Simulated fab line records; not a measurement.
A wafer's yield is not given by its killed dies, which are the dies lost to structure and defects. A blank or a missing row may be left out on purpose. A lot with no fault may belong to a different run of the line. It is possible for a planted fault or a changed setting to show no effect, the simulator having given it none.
fab line records	flow nand-harc
[record] lots = 6	wafers = 18	last-day = 32
route steps=1302 shown P_GATE@124 END@1302
lots with no fault: from the same line, run without faults
start-h: the number of hours between the record's first day and the start of the first shown wafer of the lot	wait-h: hours since the lot's step before	" repeats the value in the row above	L1.1+2: a row that stands for several wafers	- either no value or no given start	* or withheld: withheld	< > ~ a bound
route shown NAME@n: names a module that has steps shown in the file, with the first one's number in the route	usual: mean and standard deviation over wafers with no fault	same: alike in all rows	chamber/n: place in a boat	sites: per-site readings	_std_site: standard deviation across them	_edge_site: mean of outer sites minus mean of inner sites	radius-mm: for every site, how far away it sits from the centre of the wafer	mask NAME#n: copy n	behind: the last tool/chamber to shape the wafer	hold: what put the lot on hold/how long, in hours/how the hold closed	device: the transistor (n, p or np) that didn't switch	end of line: at the end of the route, the tests of the same wafers	a step given without rows: its recipe and nothing more	killed: the dies lost at the first sort to structure and to defects; this is not the yield of the wafer	map: shows each die of a wafer: x if killed, . if not, _ if none is there
set.NAME: the run value of the setting; set.NAME@STEP: its run value at that earlier step	model.NAME: the simulator's own value behind a step, which no gauge read
a table for each step, a row for each wafer; lots at some steps of the route
services: a tool's chamber out of use, with start hour (start-h, from the record's first day; less than 0 if before it), hours out, and reason
[[steps]]
[step NHARC_P_GATE_DESCUM_13]
[recipe] time-s = 3	o2-flow-sccm = 200	ar-flow-sccm = 0	bias-power-w = 0	chemistry = O2
[usual] drypump-motor-current-A = 5.8/0.5	mfc-ar-sccm = 0.010/0.0086	oes-product-au = 1.002/0.011	rf-vpp-V = 57.8/0.91	showerhead-plenum-p-Torr = 1.90/0.081	throttle-valve-pct = 11.312/0.008
lot.wafer	tool	chamber	start-h	wait-h	drypump-motor-current-A	mfc-ar-sccm	oes-product-au	rf-hours-counter-h	rf-vpp-V	showerhead-plenum-p-Torr	throttle-valve-pct
L493.4	rie-diel-13	3	108.23	-	5.6	0.026	0.993	4.1	57.6	1.85	11.319
L493.6	"	3	"	"	5.6	0.026	0.990	-	57.3	1.85	11.313
L493.5	"	0	"	"	4.8	0.011	0.995	-	58.1	1.95	11.321
L495.4	rie-diel-05	3	122.94	-	6.4	0	1.003	3.9	57.3	1.85	11.312
L495.1	"	1	"	"	5.2	0.027	0.990	3.8	58.7	2.01	11.317
L495.3	"	2	"	"	5.7	0.008	0.988	3.9	58.6	1.98	11.305
L502.1	rie-diel-05	0	197.86	-	6.6	0	0.989	7.2	57.1	1.83	11.305
L502.3	"	1	"	"	5.2	0.027	1.005	8.1	58.1	2.01	11.322
L502.5	"	3	"	"	6.4	0	1.006	-	58.6	1.85	11.316
L508.2	rie-diel-09	2	256.15	-	5.8	0.010	1.009	6.4	57.6	1.82	11.315
L508.4	"	3	"	"	6.1	0.016	1.023	6.2	55.3	1.78	11.313
L508.1	"	0	"	"	5.8	0	0.997	6.1	58.0	1.82	11.317
L509.3	rie-diel-13	3	271.44	-	5.6	0.026	0.985	5.1	57.9	1.85	11.322
L509.4	"	0	"	"	4.8	0.011	0.999	3.9	59.3	1.95	11.316
L509.6	"	3	"	"	5.6	0.026	0.986	-	57.9	1.85	11.316
L511.4	rie-diel-05	1	284.83	-	5.2	0.027	0.981	2.0	58.1	2.01	11.308
L511.3	"	3	"	"	6.4	0	1.010	2.0	57.1	1.85	11.321
L511.6	"	2	"	"	5.8	0.008	0.992	-	58.9	1.98	11.316
[step NHARC_P_GATE_ETCH_14]
[recipe] target-depth-a = 488	chemistry = dHF	material = SiO2
[step NHARC_P_GATE_STRIP_15]
[recipe] time-s = 780	temp-c = 130	chemistry = SPM
[step NHARC_P_GATE_PRECLEAN_71]
[recipe] time-s = *	temp-c = 50	bath-age-min = 0	chemistry = SC1
[step NHARC_P_GATE_SRD_72]
[step NHARC_P_GATE_OXIDE_16]
[recipe] target-thk-a = 30	temp-c = 875	ox-time-s = 392	material = SiO2
[step NHARC_P_GATE_CVD_17]
[recipe] target-thk-a = 1500	temp-c = 620	time-s = 900	material = poly-Si
[step NHARC_P_GATE_HM_DEP_102]
[recipe] target-thk-a = 1200	temp-c = 400	material = aC
[usual] throttle-valve-pct = 34.999/0.009
lot.wafer	tool	chamber	start-h	wait-h	throttle-valve-pct
L493.4	acl-dep-02	0	125.67	5.4	35.003
L493.5	"	0	"	"	34.997
L493.6	"	0	"	"	35.010
L495.1	acl-dep-03	0	136.25	1.2	34.994
L495.3	"	0	"	"	35.010
L495.4	"	0	"	"	34.980
L502.1	acl-dep-01	0	210.97	0.4	35.002
L502.3	"	0	"	"	34.983
L502.5	"	0	"	"	34.995
L508.1	acl-dep-03	0	269.20	0.8	35.005
L508.2	"	0	"	"	35.002
L508.4	"	0	"	"	35.010
L509.3	acl-dep-02	0	287.99	1.4	34.991
L509.4	"	0	"	"	35.007
L509.6	"	0	"	"	34.987
L511.3	acl-dep-03	0	297.78	0.6	34.996
L511.4	"	0	"	"	35.009
L511.6	"	0	"	"	35.014
[step NHARC_P_GATE_DEP_103]
[recipe] target-thk-a = 300	target-thk-nm = 30	temp-c = 400	flow-sccm = 200	rf-w = 350	material = SiON
[usual] heater-power-w = 730/120
lot.wafer	tool	chamber	start-h	wait-h	heater-power-w
L493.5	pecvd-04	0	126.10	0.2	716
L493.6	"	1	"	"	1027
L493.4	"	2	"	"	570
L495.1	pecvd-04	0	136.90	0.6	794
L495.3	"	2	"	"	641
L495.4	"	0	"	"	805
L502.1	pecvd-01	1	211.64	0.6	842
L502.3	"	2	"	"	573
L502.5	"	0	"	"	803
L508.2	pecvd-02	1	269.87	0.5	697
L508.1	"	0	"	"	778
L508.4	"	0	"	"	779
L509.3	pecvd-04	2	288.47	0.4	591
L509.4	"	2	"	"	587
L509.6	"	0	"	"	766
L511.3	pecvd-04	0	298.28	0.4	694
L511.6	"	2	"	"	571
L511.4	"	0	"	"	719
[step NHARC_P_GATE_DEHYDRATE_18]
[recipe] temp-c = 150	time-s = 120
[step NHARC_P_GATE_HMDS_19]
[recipe] time-s = 30
[step NHARC_P_GATE_COAT_20]
[recipe] spin-rpm = 1500	resist-thk-nm = 90
[step NHARC_P_GATE_SOFTBAKE_21]
[recipe] temp-c = 105	time-s = 55
[usual] chill-plate-temp-C = 23.01/0.11	heater-power-total-W = 188.45/0.13
lot.wafer	tool	chamber	start-h	wait-h	chill-plate-temp-C	heater-power-total-W
L493.4	litho-track-06	0	126	-	22.94	188.42
L493.5	"	0	"	"	23.02	188.26
L493.6	"	0	"	"	23.08	188.35
L495.1	litho-track-01	0	137	-	22.96	188.30
L495.3	"	0	"	"	22.92	188.32
L495.4	"	0	"	"	23.09	188.43
L502.1	litho-track-06	0	211	-	22.92	188.36
L502.3	"	0	"	"	23.08	188.31
L502.5	"	0	"	"	22.97	188.72
L508.1	litho-track-06	0	270	-	23.05	323.64
L508.2	"	0	"	"	22.93	323.64
L508.4	"	0	"	"	23.03	322.88
L509.3	litho-track-04	0	288	-	23.00	188.36
L509.4	"	0	"	"	23.06	188.34
L509.6	"	0	"	"	23.10	188.38
L511.3	litho-track-06	0	298	-	22.95	323.33
L511.4	"	0	"	"	22.93	323.06
L511.6	"	0	"	"	22.97	323.48
[step NHARC_P_GATE_EBR_22]
[step NHARC_END_SORT_01]
[recipe] temp-c = 25
[usual] killed-at-array = 47/18	killed-at-other = 0.9/1.1	killed-at-periphery = 4/3.1	killed-dies = 52/18	killed-open = 3.1/1.5	killed-short = 2.4/1.5
[same] gross-dies = 677
lot.wafer	tool	chamber	start-h	wait-h	killed-at-array	killed-at-other	killed-at-periphery	killed-dies	killed-open	killed-short
L493.4	prober-01	0	594.51	3.4	23	0	1	24	3	2
L493.5	prober-01	0	595.31	3.7	23	1	2	26	2	1
L493.6	prober-01	0	596.12	4.0	23	1	4	28	1	1
L502.1	prober-01	0	685.22	2.5	34	0	1	35	3	3
L502.3	prober-01	0	686.83	3.1	29	2	1	32	3	4
L502.5	prober-01	0	688.43	3.7	32	0	0	32	4	1
L509.4	prober-01	0	766.28	3.4	45	1	4	50	1	4
L509.6	prober-01	0	767.88	4.0	57	1	5	63	3	1
// killed by level:class
L493.4 A_CHANNEL_HOLE_D2:chamber-film-flake=9 A_CHANNEL_HOLE_D1:chamber-film-flake=2 A_DECK1_JOINT:chamber-film-flake=2 A_STAIRCASE:chamber-film-flake=2 A_SGD_CUT:chamber-film-flake=2 P_M1:geometric-particle:open=1 A_CHANNEL_HOLE_D1:geometric-particle:open=1 A_CHANNEL_FILL_D1:geometric-particle:open=1
L493.5 A_CHANNEL_HOLE_D2:chamber-film-flake=12 A_CONTACT:chamber-film-flake=5 A_SOURCE_PLATE:geometric-particle:open=1 A_CHANNEL_HOLE_D2:geometric-particle:open=1 A_WL_FILL:geometric-particle:short=1 P_ZERO_WELL:chamber-film-flake=1 P_CONTACT:chamber-film-flake=1 A_CHANNEL_HOLE_D1:chamber-film-flake=1
L493.6 A_CHANNEL_HOLE_D2:chamber-film-flake=9 A_CONTACT:chamber-film-flake=4 A_STAIRCASE:chamber-film-flake=4 P_CONTACT:chamber-film-flake=2 A_SGD_CUT:chamber-film-flake=2 A_SOURCE_PLATE:geometric-particle:short=1 A_CHANNEL_HOLE_D2:geometric-particle:open=1 A_SLIT:chamber-film-flake=1
L502.1 A_CHANNEL_HOLE_D2:chamber-film-flake=13 A_CHANNEL_HOLE_D1:chamber-film-flake=5 A_WL_FILL:chamber-film-flake=3 A_CONTACT:chamber-film-flake=3 A_STAIRCASE:chamber-film-flake=2 A_ONON_D1:geometric-particle:short=1 A_CHANNEL_FILL_D1:geometric-particle:short=1 A_CHANNEL_FILL_D1:geometric-particle:open=1
L502.3 A_CHANNEL_HOLE_D2:chamber-film-flake=12 A_CHANNEL_HOLE_D1:chamber-film-flake=3 A_CHANNEL_FILL_D1:geometric-particle:short=2 A_BLC:geometric-particle:open=2 A_SLIT:chamber-film-flake=2 A_CONTACT:chamber-film-flake=2 THIN_TSV:chamber-film-flake=2 A_ONON_D1:geometric-particle:short=1
L502.5 A_CHANNEL_HOLE_D2:chamber-film-flake=14 A_SLIT:chamber-film-flake=4 A_SGD_CUT:geometric-particle:open=2 A_CHANNEL_HOLE_D1:chamber-film-flake=2 A_DECK1_JOINT:chamber-film-flake=2 A_ONON_D1:geometric-particle:open=1 A_CHANNEL_FILL_D1:geometric-particle:open=1 A_ONON_D2:geometric-particle:short=1
L509.4 A_CHANNEL_HOLE_D2:chamber-film-flake=12 A_SLIT:chamber-film-flake=9 A_CHANNEL_HOLE_D1:chamber-film-flake=8 A_CONTACT:chamber-film-flake=8 P_GATE:chamber-film-flake=2 A_STAIRCASE:chamber-film-flake=2 P_STI:geometric-particle:open=1 A_SOURCE_PLATE:geometric-particle:short=1
L509.6 A_SLIT:chamber-film-flake=21 A_CHANNEL_HOLE_D2:chamber-film-flake=11 A_CHANNEL_HOLE_D1:chamber-film-flake=10 A_CONTACT:chamber-film-flake=6 A_STAIRCASE:chamber-film-flake=4 P_M0:geometric-particle:open=2 P_STI:chamber-film-flake=2 A_CHANNEL_FILL_D1:chamber-film-flake=2
[[services]]
tool	chamber	start-h	hours	kind
pecvd-04	-	88.26	13.0	pm
pecvd-04	0	88.26	13.0	vent-cycle
pecvd-04	1	88.26	13.0	vent-cycle
pecvd-04	2	88.26	13.0	vent-cycle
rie-diel-13	3	95.20	3.8	repair
pecvd-02	2	110.56	14.8	repair
acl-dep-03	-	119.51	13.0	pm
pecvd-01	-	130.00	13.0	pm
pecvd-02	-	132.21	1.2	repair
rie-diel-09	-	143.10	9.0	pm
litho-track-01	-	155.00	7.0	pm
rie-diel-05	-	161.51	0.4	repair
rie-diel-13	-	165.00	9.0	pm
litho-track-06	-	179.00	7.0	pm
acl-dep-01	-	189.59	13.0	pm
rie-diel-13	0	198.11	16.3	repair
pecvd-04	1	201.15	4.2	repair
litho-track-04	-	203.00	7.0	pm
rie-diel-13	1	204.12	13.5	repair
pecvd-02	-	216.88	3.2	repair
pecvd-02	-	227.20	13.0	pm
rie-diel-05	-	229.60	9.0	pm
acl-dep-02	-	246.87	13.0	pm
pecvd-04	-	269.26	13.0	pm
[[key]]
[first-sign] step = NHARC_P_GATE_SOFTBAKE_21	reading = heater-power-total-W	direction = up	sigmas = 99+	usual = *	struck = *
effect none on later readings
met-at NHARC_P_GATE_SOFTBAKE_21
struck-wafers L508.1,L508.2,L508.4,L511.3,L511.4,L511.6
tester-left-out L508,L511
onset-between 211 270
[fault] kind = process-parameter-drift	tool = litho-track-06	chamber = -	onset-h = 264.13	steps = NHARC_P_GATE_SOFTBAKE_21	channel = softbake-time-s	offset = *	shape = step	end-h = 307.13	acts-in = *	stated = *
// tester-left-out: of these lots the tester's yield and bins aren't shown, on N5 and GAA mostly nor the transistor test; their killed dies are dies lost to structure and defects alone, not to doping, threshold or leakage, so they don't give the yield
